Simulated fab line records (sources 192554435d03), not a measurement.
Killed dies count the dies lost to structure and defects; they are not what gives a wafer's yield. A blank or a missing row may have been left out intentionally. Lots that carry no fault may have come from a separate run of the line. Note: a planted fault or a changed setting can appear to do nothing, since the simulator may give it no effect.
Split-lot trial | flow n5Finfet | 39 wafers read across 7 lots, on a route 1938 steps long

THE SPLIT
At N5_BEOL_M14_ETCH_68 (etches SOC in N2/H2, time 450 s), the setting targetDepthA was moved away from the recipe's 9000 angstrom on 18 of the 39 wafers read, by -55.8% to +28.6%. All remaining wafers had this setting at the recipe value.

The reading comes from the split's own step.

THE READING
SiARC_of_BEOL_M14_COAT_66.thkNm (the simulator's own value, which no gauge read), in nm, at N5_BEOL_M14_ETCH_68 (etches SOC in N2/H2, time 450 s). The file does not state a usual value for it. Across the 21 wafers here that went through the recipe, the average is 65.3 nm and the standard deviation 1 nm.

wafer  | tool, chamber at the split | targetDepthA as run, angstrom | against the recipe | SiARC_of_BEOL_M14_COAT_66.thkNm, nm | against lot-mates on the recipe
L075.1 | rieDiel-04, 2              | 9000                          | recipe             | 63.2                                | -
L075.2 | rieDiel-04, 1              | 7072                          | -21.4%             | 75.4                                | +11.6
L075.3 | rieDiel-04, 3              | 7072                          | -21.4%             | 73.2                                | +9.4
L075.4 | rieDiel-04, 0              | 9000                          | recipe             | 64.6                                | -
L075.5 | rieDiel-04, 3              | 9000                          | recipe             | 63.6                                | -
L075.6 | rieDiel-04, 2              | 7072                          | -21.4%             | 72.6                                | +8.8
L076.2 | rieDiel-01, 3              | 9000                          | recipe             | 65.6                                | -
L076.4 | rieDiel-01, 0              | 9000                          | recipe             | 66.4                                | -
L076.5 | rieDiel-01, 2              | 9000                          | recipe             | 64.8                                | -
L085.1 | rieDiel-04, 0              | 4955                          | -44.9%             | 85.2                                | +20.7
L085.2 | rieDiel-04, 1              | 9000                          | recipe             | 65.8                                | -
L085.3 | rieDiel-04, 2              | 9000                          | recipe             | 63.6                                | -
L085.4 | rieDiel-04, 3              | 4955                          | -44.9%             | 83.6                                | +19.1
L085.5 | rieDiel-04, 3              | 4955                          | -44.9%             | 84                                  | +19.5
L085.6 | rieDiel-04, 2              | 9000                          | recipe             | 64.2                                | -
L086.1 | rieDiel-02, 2              | 9000                          | recipe             | 66.4                                | -
L086.2 | rieDiel-02, 1              | 4544                          | -49.5%             | 87.4                                | +21.3
L086.3 | rieDiel-02, 0              | 4544                          | -49.5%             | 86.8                                | +20.7
L086.4 | rieDiel-02, 3              | 9000                          | recipe             | 65                                  | -
L086.5 | rieDiel-02, 2              | 9000                          | recipe             | 67                                  | -
L086.6 | rieDiel-02, 3              | 4544                          | -49.5%             | 88                                  | +21.9
L087.1 | rieDiel-02, 2              | 7537                          | -16.3%             | 73.8                                | +8.0
L087.2 | rieDiel-02, 1              | 7537                          | -16.3%             | 72.8                                | +7.0
L087.3 | rieDiel-02, 0              | 7537                          | -16.3%             | 72.2                                | +6.4
L087.4 | rieDiel-02, 0              | 9000                          | recipe             | 65.4                                | -
L087.5 | rieDiel-02, 2              | 9000                          | recipe             | 66.2                                | -
L087.6 | rieDiel-02, 1              | 9000                          | recipe             | 65.8                                | -
L091.1 | rieDiel-01, 1              | 9000                          | recipe             | 66.6                                | -
L091.2 | rieDiel-01, 3              | 9000                          | recipe             | 65.4                                | -
L091.3 | rieDiel-01, 2              | 3978                          | -55.8%             | 90                                  | +24.4
L091.4 | rieDiel-01, 0              | 3978                          | -55.8%             | 90.4                                | +24.8
L091.5 | rieDiel-01, 2              | 9000                          | recipe             | 64.8                                | -
L091.6 | rieDiel-01, 3              | 3978                          | -55.8%             | 90.8                                | +25.2
L095.1 | rieDiel-02, 0              | 11570                         | +28.6%             | 51.2                                | -14.5
L095.2 | rieDiel-02, 1,2            | 11570                         | +28.6%             | 53.6                                | -12.1
L095.5 | rieDiel-02, 1,2            | 11570                         | +28.6%             | 53.6                                | -12.1
L095.3 | rieDiel-02, 2              | 9000                          | recipe             | 66.4                                | -
L095.4 | rieDiel-02, 3              | 9000                          | recipe             | 65.4                                | -
L095.6 | rieDiel-02, 3              | 9000                          | recipe             | 65.4                                | -
Rows listing several chambers each stand for several wafers; the file does not say which wafer went through which chamber.

THE FIT
A straight line over all 39 wafers: SiARC_of_BEOL_M14_COAT_66.thkNm changes by -0.44 nm for each +1% of targetDepthA; r = -1.00; the points scatter about the line by 1.1 nm.
The same after taking each lot's own level away (the mean of its wafers on the recipe; 39 wafers): -0.441 nm for each +1%; r = -1.00; scatter 0.8 nm.
Per that fit: largest targetDepthA move, reading shift of 25 nm.
The span of the lots' own levels, 63.80 to 66.13 nm, comes to 2.3 times the standard deviation stated above.
The two slopes agree, so the slope changes little with the lot-to-lot level.
Check: with one of the wafers moved furthest among these (-55.8%) left out of the fit, the line predicts +24.6 nm for it against its lot-mates. Against them it came out at +24.4 nm.

ADDITIONAL SPLITS CARRIED BY THESE WAFERS
Other splits were also applied to these wafers ahead of the reading. Each is held against what the fit with the lots' levels taken away leaves over:
other split on the same wafers          | wafers away from the commonest value | r with SiARC_of_BEOL_M14_COAT_66.thkNm (lot level and that fit taken away)
N5_BEOL_M10_TRENCH_ETCH_37 targetDepthA | 6                                    | +0.10
N5_BEOL_M11_ALD_74 aldCycles            | 12                                   | +0.10

FILE'S OWN FIT
SiARC_of_BEOL_M14_COAT_66.thkNm changes by -0.441 nm for each +1% of targetDepthA, r = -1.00.
